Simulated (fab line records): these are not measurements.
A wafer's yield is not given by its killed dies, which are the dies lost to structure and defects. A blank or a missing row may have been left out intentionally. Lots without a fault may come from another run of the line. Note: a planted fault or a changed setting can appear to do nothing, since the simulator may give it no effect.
A lot that was struck, set against a sound lot	flow nand harc	13 out of 1159 route steps
Sound: these wafers, L936.1, L936.2, L936.3. Struck: wafers L935.3, L935.5 (left out: L935.4, a lot-mate that was not struck); the cause follows at the end.
Order at every step that has rows: each side's tool, ch and its chambers, its first start. Under that, the readings that differ: sound wafers	struck wafers	difference of the means	sigmas: that difference in standard deviations of wafers without a fault.
alike: same words and numbers on both sides, and readings whose means sit less than 2 such deviations apart. not compared: any withheld reading, any reading some wafer has no value for, any bound like >300 that may hide the same value, and any number with overlapping values for which the record gives no deviation.
Wherever a step has rows on one side only, a row that says differs or no value, or a row with sigmas, the two part there. Numbers that don't overlap but have no deviation are shown without sigmas and don't part them. A reading missing from all wafers of one side parts the sides only when that side holds two or more wafers.

NHARC_A_SLIT_ETCH_29: etches the open film in CF4/O2, target depth 100 nm, overetch 10 nm, time 55 s.
  sound on rie diel-05 ch 0,1,3, day 14 07:55; struck on rie diel-05 ch 1, day 14 19:20
  alike: drypump motor current A, oes product au, rf fwd power W, rf vpp V, showerhead plenum p Torr, throttle valve pct
  not compared: rf hours counter h
NHARC_A_SLIT_STRIP_18: strips in O2.
  sound on rie diel-05 ch 1,2,3; struck on rie diel-05 ch 1,3
  alike: drypump motor current A, oes product au, rf vpp V, showerhead plenum p Torr, throttle valve pct
  not compared: rf hours counter h
then, 2 steps without rows for these wafers: NHARC_A_SLIT_PRECLEAN_19 (cleans in SC1); NHARC_A_SLIT_SRD_20.
NHARC_A_SLIT_CD_MEAS_21:
  struck on cd sem-03, day 14 19:53; sound on cd sem-01, day 14 08:28
  alike: cd nm
then, 3 steps without rows for these wafers: NHARC_A_SIN_REMOVE_WET_00 (chemistry H3PO4, time 15300 s); NHARC_A_SIN_REMOVE_PRECLEAN_01 (cleans in SC1); NHARC_A_SIN_REMOVE_SRD_02.
NHARC_A_SIN_REMOVE_INSPECT_04:
  struck on defect inspect-02, day 15 03:31; sound on defect inspect-01, day 14 14:26
  alike: raw defect count
NHARC_A_WL_FILL_ALD_00: deposits Al2O3, target thk 3 nm, pulse time 3 s, ald cycles 30.
  sound on ald hk-01 ch 0,1,3, day 14 14:30; struck on ald hk-01 ch 0,2, day 15 03:37
  alike: heater power w, precursor pulse height rel
  not compared: ald cycles
NHARC_A_WL_FILL_RTA_01: time 5 s.
  sound on rtp anneal-01 ch 0, day 14 14:46; struck on rtp anneal-02 ch 0, day 15 03:55
  alike: lamp power pct, lamp_zone_3_pct, lamp_zone_4_pct, wafer_temp_C_max
NHARC_A_WL_FILL_ALD_02: deposits TiN, target thk 2 nm, pulse time 3 s, ald cycles 100.
  sound on ald metal-02 ch 0,1,3, day 14 14:59; struck on ald metal-02 ch 0,2, day 15 04:06
reading	sound	struck	difference	sigmas
ald cycles	100 100 100	49 49	-51	
  alike: heater power w, precursor pulse height rel
-- jump in the record: it breaks off in module A_WL_FILL and resumes in module END (first step shown: number 1159 of the route), and 5 days separate the struck wafers' starts before and after --
NHARC_END_SORT_01:
  at this point the record logs the struck wafers (prober-01 ch 0, day 20 12:22) and has no rows for the sound ones

== WHERE THEY PART ==
At NHARC_END_SORT_01 and nowhere else, as far as this record goes.

WHY: whatever the simulator had introduced
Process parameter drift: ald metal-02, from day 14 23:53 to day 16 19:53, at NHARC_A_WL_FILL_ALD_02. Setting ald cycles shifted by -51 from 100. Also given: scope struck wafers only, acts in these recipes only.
